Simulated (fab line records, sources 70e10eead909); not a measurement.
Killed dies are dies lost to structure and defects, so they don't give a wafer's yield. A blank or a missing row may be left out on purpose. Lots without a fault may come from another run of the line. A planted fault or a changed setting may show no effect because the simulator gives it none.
fab line records | flow nand_harc
record lots=6 wafers=18 last_day=34
route steps=1302 shown A_SGD_CUT@894
lots that met no fault: from a run of the same line without faults
start_h: hours from the record's first day to the start of the lot's first wafer shown | wait_h: hours since the lot's step before | " the same as in the row above | L1.1+2: a row that stands for several wafers | - no value, or no start given | * or withheld: withheld | < > ~ a bound
route shown NAME@n: a module of which the file shows steps, and the number in the route of the first | usual: mean/standard deviation of fault-free wafers | same: alike in all rows | chamber/n: place in a boat | sites: the reading at each site | _std_site: their standard deviation | _edge_site: outer sites' mean less inner sites' | radius_mm: how far each site lies from the wafer's centre | mask NAME#n: copy n | behind: the tool/chamber that last shaped the wafer | hold: why the lot was held/for how many hours/how that ended | device: the transistor (n, p or np) that didn't switch | end of line: the same wafers' tests at the end of the route | a step without rows: its recipe alone | killed: dies lost to structure and defects at the first sort, not the wafer's yield | map: a wafer's dies, x killed, . not, _ none there
set.NAME: the setting as run; set.NAME@STEP: as run at that earlier step | model.NAME: the simulator's own value behind a step, which no gauge read
lots at some steps of the route; a table a step, a row a wafer
services: from which hour (start_h, from the record's first day; less than 0 if before it) a tool's chamber was out of use, for how many hours, and why
## steps
# step NHARC_A_SGD_CUT_COAT_57
# recipe temp_c=225 time_s=65
# step NHARC_A_SGD_CUT_COAT_03
# recipe spin_rpm=1500 resist_thk_nm=90
# step NHARC_A_SGD_CUT_SOFTBAKE_04
# recipe temp_c=105 time_s=55
# step NHARC_A_SGD_CUT_EBR_05
# step NHARC_A_SGD_CUT_EXPOSE_06
# recipe na=1.35 dose_mj=85.59 mask_id=SGD
# step NHARC_A_SGD_CUT_PEB_07
# recipe peb_temp_c=100 peb_time_s=65
# step NHARC_A_SGD_CUT_DEVELOP_08
# recipe develop_time_s=35 dev_temp_c=23
# step NHARC_A_SGD_CUT_CD_MEAS_09
# recipe target_cd_nm=100 landing_energy_ev=500
# usual cd_nm=100.2/0.47
# columns lot.wafer tool chamber start_h wait_h cd_nm
L778.3 cd_sem-01 0 448.19 - 100.0
L778.5 " 0 " " 100.6
L778.6 " 0 " " 100.7
L791.3 cd_sem-02 0 564.01 - 100.0
L791.5 " 0 " " 100.4
L791.6 " 0 " " 100.0
L789.1 cd_sem-01 0 566.38 - 100.7
L789.2 " 0 " " 100.3
L789.4 " 0 " " 100.1
L796.4 cd_sem-02 0 616.52 - 99.4
L796.5 " 0 " " 99.4
L796.6 " 0 " " 99.9
L798.1 cd_sem-01 0 644.25 - 100.1
L798.2 " 0 " " 100.2
L798.4 " 0 " " 100.7
L799.3 cd_sem-03 0 663.71 - 100.2
L799.4 " 0 " " 99.9
L799.5 " 0 " " 100.0
# step NHARC_A_SGD_CUT_OVL_MEAS_10
# usual overlay_x_nm=0.3/0.97 overlay_y_nm=0.1/0.77
# columns lot.wafer tool chamber start_h wait_h overlay_x_nm overlay_y_nm
L778.3 overlay-02 - 448.27 - -1.3 0.0
L778.5 " - " " -0.9 -0.9
L778.6 " - " " -1.0 -0.7
L791.3 overlay-01 - 564.09 - 1.0 -0.4
L791.5 " - " " 0.9 -0.2
L791.6 " - " " 1.0 0.9
L789.1 overlay-02 - 566.47 - 2.4 -1.3
L789.2 " - " " 2.0 -0.9
L789.4 " - " " 2.2 -1.3
L796.4 overlay-02 - 616.60 - 0.0 -0.2
L796.5 " - " " -0.9 0.0
L796.6 " - " " -0.4 -0.5
L798.1 overlay-02 - 644.33 - -0.3 -0.4
L798.2 " - " " -0.6 0.4
L798.4 " - " " -0.5 0.2
L799.3 overlay-01 - 663.80 - 0.3 -0.7
L799.4 " - " " 0.8 -0.3
L799.5 " - " " 0.9 -0.7
# step NHARC_A_SGD_CUT_INSPECT_11
# usual raw_defect_count=58/35
# columns lot.wafer tool chamber start_h wait_h raw_defect_count
L778.3 defect_inspect-02 - 448.31 0.0 16
L778.5 " - " " 11
L778.6 " - " " 13
L791.3 defect_inspect-01 - 564.13 0.0 12
L791.5 " - " " 18
L791.6 " - " " 20
L789.1 defect_inspect-01 - 566.50 0.0 8
L789.2 " - " " 9
L789.4 " - " " 15
L796.4 defect_inspect-02 - 616.64 0.0 55
L796.5 " - " " 42
L796.6 " - " " 52
L798.1 defect_inspect-01 - 644.37 0.0 27
L798.2 " - " " 24
L798.4 " - " " 31
L799.3 defect_inspect-01 - 663.84 0.0 60
L799.4 " - " " 59
L799.5 " - " " 79
# step NHARC_A_SGD_CUT_DESCUM_14
# recipe time_s=3 o2_flow_sccm=200 ar_flow_sccm=0 bias_power_w=0 chemistry=O2
# usual chamber_pressure_mTorr=60.00/0.054 drypump_motor_current_A=5.6/0.46 oes_product_au=0.995/0.0091 rf_vpp_V=57.8/0.84 showerhead_plenum_p_Torr=1.91/0.081 throttle_valve_pct=11.312/0.0085
# same bias_power_w=0
# columns lot.wafer tool chamber start_h wait_h chamber_pressure_mTorr drypump_motor_current_A oes_product_au rf_hours_counter_h rf_vpp_V showerhead_plenum_p_Torr throttle_valve_pct
L778.3 rie_diel-13 3 448.45 0.1 60.06 5.3 0.997 4 58.5 1.98 11.308
L778.5 " 2 " " 60.00 5.1 0.973 - 56.4 1.80 11.315
L778.6 " 3 " " 59.97 5.3 0.988 - 56.6 1.98 11.322
L791.3 rie_diel-12 1 564.21 0.1 60.03 5.3 1.003 7 57.1 1.94 11.327
L791.6 " 3 " " 60.02 5.5 0.996 - 59.6 2.06 11.300
L791.5 " 0 " " 60.01 5.1 0.991 - 57.9 1.94 11.309
L789.2 rie_diel-12 0 566.56 0.1 60.01 5.1 0.991 5 58.9 1.94 11.315
L789.1 " 1 " " 60.06 5.3 1.003 7 57.4 1.94 11.303
L789.4 " 3 " " 59.91 5.5 0.989 7 58.5 2.06 11.299
L796.4 rie_diel-13 0 616.73 0.1 60.06 6.4 0.997 - 57.5 1.84 11.316
L796.6 " 2 " " 59.98 5.1 0.990 - 58.1 1.80 11.311
L796.5 " 3 " " 59.94 5.3 0.995 - 58.1 1.97 11.312
L798.4 rie_diel-12 1 644.43 0.1 59.95 5.3 1.013 0 57.3 1.94 11.299
L798.2 " 3 " " 59.98 5.5 0.989 0 59.7 2.05 11.326
L798.1 " 0 " " 59.95 5.1 0.996 0 57.0 1.94 11.314
L799.4 rie_diel-03 0 663.90 0.1 60.09 5.5 0.994 2 59.7 1.95 11.310
L799.3 " 1 " " 60.05 6.1 0.985 2 57.1 1.85 11.316
L799.5 " 0 " " 60.05 5.4 0.997 - 58.1 1.95 11.328
# step NHARC_A_SGD_CUT_ETCH_58
# recipe target_depth_a=390 over_etch_frac=0.3 time_s=65 ion_energy_ev=80 cf4_flow_sccm=150 ar_flow_sccm=0 rf_w=300 bias_w=100 chemistry=CF4
# usual cf4_flow_sccm=150.0/0.43 chamber_pressure_mTorr=50.01/0.05 drypump_motor_current_A=5.5/0.44 oes_product_au=0.993/0.01 rf_vpp_V=151.3/1.2 showerhead_plenum_p_Torr=1.77/0.071 throttle_valve_pct=13.284/0.0091
# columns lot.wafer tool chamber start_h wait_h cf4_flow_sccm chamber_pressure_mTorr drypump_motor_current_A oes_product_au rf_hours_counter_h rf_vpp_V showerhead_plenum_p_Torr throttle_valve_pct
L778.3 rie_diel-13 1 449.04 0.6 149.3 50.06 5.7 0.997 3 153.2 1.84 13.280
L778.5 " 2 " " 149.1 50.08 5.1 0.987 - 150.5 1.67 13.298
L778.6 " 1 " " 149.5 49.94 5.7 0.997 - 152.0 1.84 13.287
L791.3 rie_diel-12 1 564.29 0.1 149.3 49.99 5.3 1.001 7 151.9 1.79 13.281
L791.6 " 2 " " 151.0 50.00 5.0 0.997 - 151.6 1.69 13.269
L791.5 " 3 " " 149.8 49.97 5.5 0.993 - 154.2 1.89 13.287
L789.2 rie_diel-12 1 566.65 0.1 150.3 50.00 5.3 0.992 7 152.2 1.79 13.278
L789.1 " 2 " " 150.1 50.06 5.1 0.999 8 148.9 1.69 13.286
L789.4 " 0 " " 150.1 49.94 5.1 0.991 5 151.7 1.79 13.299
L796.6 rie_diel-13 2 616.82 0.1 149.1 50.04 5.1 1.008 - 150.5 1.67 13.271
L796.4 " 3 " " 150.4 49.98 5.3 0.996 - 151.9 1.82 13.276
L796.5 " 0 " " 149.9 50.01 6.4 0.985 - 150.7 1.71 13.296
L798.1 rie_diel-12 2 644.52 0.1 149.4 50.05 5.0 1.005 0 149.9 1.69 13.279
L798.2 " 3 " " 150.5 49.99 5.5 1.000 0 153.8 1.89 13.278
L798.4 " 3 " " 150.1 50.03 5.5 0.994 - 153.0 1.89 13.281
L799.4 rie_diel-03 2 663.99 0.1 149.9 50.05 6.4 0.980 2 150.6 1.69 13.299
L799.3 " 3 " " 149.5 49.91 5.7 0.991 2 152.3 1.81 13.288
L799.5 " 2 " " 149.2 49.95 6.4 0.980 - 151.0 1.69 13.286
# step NHARC_A_SGD_CUT_ETCH_59
# recipe target_depth_a=2600 over_etch_frac=0.25 time_s=406.25 ion_energy_ev=200 n2_flow_sccm=150 h2_flow_sccm=150 ar_flow_sccm=0 rf_w=400 bias_w=150 chemistry=N2/H2
# usual chamber_pressure_mTorr=29.998/0.028 drypump_motor_current_A=5.6/0.46 oes_product_au=0.994/0.0099 rf_vpp_V=430.5/2.7 showerhead_plenum_p_Torr=2.04/0.09 throttle_valve_pct=14.170/0.0092
# columns lot.wafer tool chamber start_h wait_h chamber_pressure_mTorr drypump_motor_current_A oes_product_au rf_hours_counter_h rf_vpp_V showerhead_plenum_p_Torr throttle_valve_pct
L778.3 rie_diel-13 3 449.23 - 30.004 5.3 0.990 4 433.2 2.11 14.174
L778.5 " 2 " " 29.997 5.2 0.976 - 427.2 1.92 14.174
L778.6 " 3 " " 29.981 5.3 0.989 - 432.1 2.11 14.173
L791.3 rie_diel-12 1 564.37 - 29.996 5.3 0.839 7 432.6 2.07 14.174
L791.5 " 1 " " 30.022 5.3 0.998 - 432.0 2.07 14.159
L791.6 " 2 " " 29.982 5.0 0.841 - 428.1 1.94 14.162
L789.2 rie_diel-12 0 566.74 - 29.977 5.1 0.987 5 432.0 2.07 14.170
L789.4 " 2 " " 29.993 5.0 0.997 8 427.9 1.94 14.156
L789.1 " 3 " " 30.034 5.5 0.816 7 435.3 2.20 14.169
L796.5 rie_diel-13 3 617.02 - 29.985 5.3 1.002 - 431.9 2.10 14.173
L796.6 " 0 " " 30.033 6.4 0.991 - 428.0 1.96 14.185
L796.4 " 2 " " 30.054 5.1 1.000 - 426.8 1.91 14.174
L798.2 rie_diel-12 1 644.66 - 29.977 5.3 1.013 0 430.5 2.07 14.163
L798.1 " 2 " " 30.020 5.0 1.004 0 427.1 1.94 14.166
L798.4 " 1 " " 30.028 5.3 1.009 - 431.1 2.07 14.152
L799.4 rie_diel-03 3 664.10 - 29.997 5.7 1.007 2 432.8 2.10 14.175
L799.3 " 0 " " 30.033 5.5 0.996 2 431.8 2.08 14.168
L799.5 " 2 " " 29.987 6.4 0.991 - 426.4 1.94 14.186
# step NHARC_A_SGD_CUT_ETCH_15
# recipe target_depth_a=750 time_s=64.3 ch3f_flow_sccm=50 o2_flow_sccm=30 ar_flow_sccm=200 rf_w=500 bias_w=100 chemistry=CH3F/O2
# usual chamber_pressure_mTorr=25.000/0.022 drypump_motor_current_A=5.5/0.44 oes_product_au=0.957/0.021 rf_vpp_V=263.9/1.8 showerhead_plenum_p_Torr=2.46/0.1 throttle_valve_pct=20.663/0.0082
# columns lot.wafer tool chamber start_h wait_h chamber_pressure_mTorr drypump_motor_current_A oes_product_au rf_hours_counter_h rf_vpp_V showerhead_plenum_p_Torr throttle_valve_pct
L778.3 rie_diel-13 1 - - 24.992 5.8 0.914 4 265.6 2.56 20.672
L778.6 " 3 " " 25.017 5.3 0.907 - 265.2 2.54 20.652
L778.5 " 2 " " 25.001 5.1 0.913 - 260.9 2.32 20.666
L791.3 rie_diel-12 0 - - 25.012 5.1 0.962 5 264.9 2.49 20.671
L791.5 " 1 " " 24.994 5.3 0.968 - 263.3 2.49 20.660
L791.6 " 2 " " 25.024 5.0 0.971 - 260.9 2.35 20.673
L789.1 rie_diel-12 3 - - 25.016 5.5 0.974 7 265.5 2.63 20.662
L789.2 " 0 " " 25.034 5.1 0.956 5 262.2 2.49 20.677
L789.4 " 1 " " 24.972 5.3 0.960 7 263.6 2.49 20.656
L796.4 rie_diel-13 0 - - 25.017 6.4 0.942 5 262.6 2.37 20.664
L796.6 " 2 " " 24.991 5.1 0.960 - 260.6 2.32 20.663
L796.5 " 3 " " 24.972 5.3 0.964 - 265.0 2.53 20.665
L798.2 rie_diel-12 1 - - 25.002 5.3 0.972 1 263.8 2.49 20.652
L798.1 " 3 " " 24.930 5.5 0.978 1 265.4 2.63 20.668
L798.4 " 1 " " 24.993 5.3 0.981 - 266.3 2.49 20.668
L799.4 rie_diel-03 2 - - 24.979 6.4 0.976 2 260.8 2.34 20.650
L799.3 " 1 " " 24.999 6.1 0.962 2 262.3 2.38 20.652
L799.5 " 2 " " 24.974 6.4 0.974 - 261.6 2.34 20.670
## services
# columns tool chamber start_h hours kind
rie_diel-12 - 445.40 9.0 pm
rie_diel-12 0 445.40 9.0 vent_cycle
rie_diel-12 1 445.40 9.0 vent_cycle
rie_diel-12 2 445.40 9.0 vent_cycle
rie_diel-12 3 445.40 9.0 vent_cycle
rie_diel-13 0 448.59 13.3 repair
rie_diel-12 0 454.40 - clean
rie_diel-12 1 454.40 - clean
rie_diel-12 2 454.40 - clean
rie_diel-12 3 454.40 - clean
rie_diel-03 - 458.45 9.0 pm
rie_diel-12 0 478.90 - clean
rie_diel-12 1 478.90 - clean
rie_diel-13 - 519.00 9.0 pm
rie_diel-12 0 530.16 5.5 repair
rie_diel-12 0 572.92 12.8 repair
rie_diel-03 - 590.52 2.5 repair
rie_diel-12 1 613.53 6.3 repair
rie_diel-03 1 613.66 9.7 repair
rie_diel-13 1 615.49 1.7 repair
rie_diel-12 - 622.40 9.0 pm
rie_diel-03 - 635.55 9.0 pm
rie_diel-12 0 644.48 7.1 repair
rie_diel-12 0 655.92 9.8 repair
## key
first_sign step=NHARC_A_SGD_CUT_ETCH_59 reading=oes_product_au direction=down sigmas=16 usual=0.994 struck=0.832
effect none on later readings
met_at NHARC_A_SGD_CUT_ETCH_59
struck_wafers L789.1,L791.3,L791.6
later_rows_left_out L789.1,L791.3,L791.6
sort_left_out L789.1,L791.3,L791.6
tester_left_out L789,L791
fault kind=process_parameter_drift tool=rie_diel-12 chamber=- onset_h=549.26 steps=NHARC_A_SGD_CUT_ETCH_59 channel=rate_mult offset=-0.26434 shape=step end_h=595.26 scope=struck_wafers_only
# tester_left_out: of these lots the tester's yield and bins aren't shown, on N5 and GAA mostly nor the transistor test; their killed dies are dies lost to structure and defects alone, not to doping, threshold or leakage, so they don't give the yield
# sort_left_out: the simulated sort isn't trusted on such a fault, so these wafers' sort isn't shown, and their yield isn't known
# later_rows_left_out: the simulator's readings of these wafers behind a module that went badly wrong aren't trusted and aren't shown, but for the sort
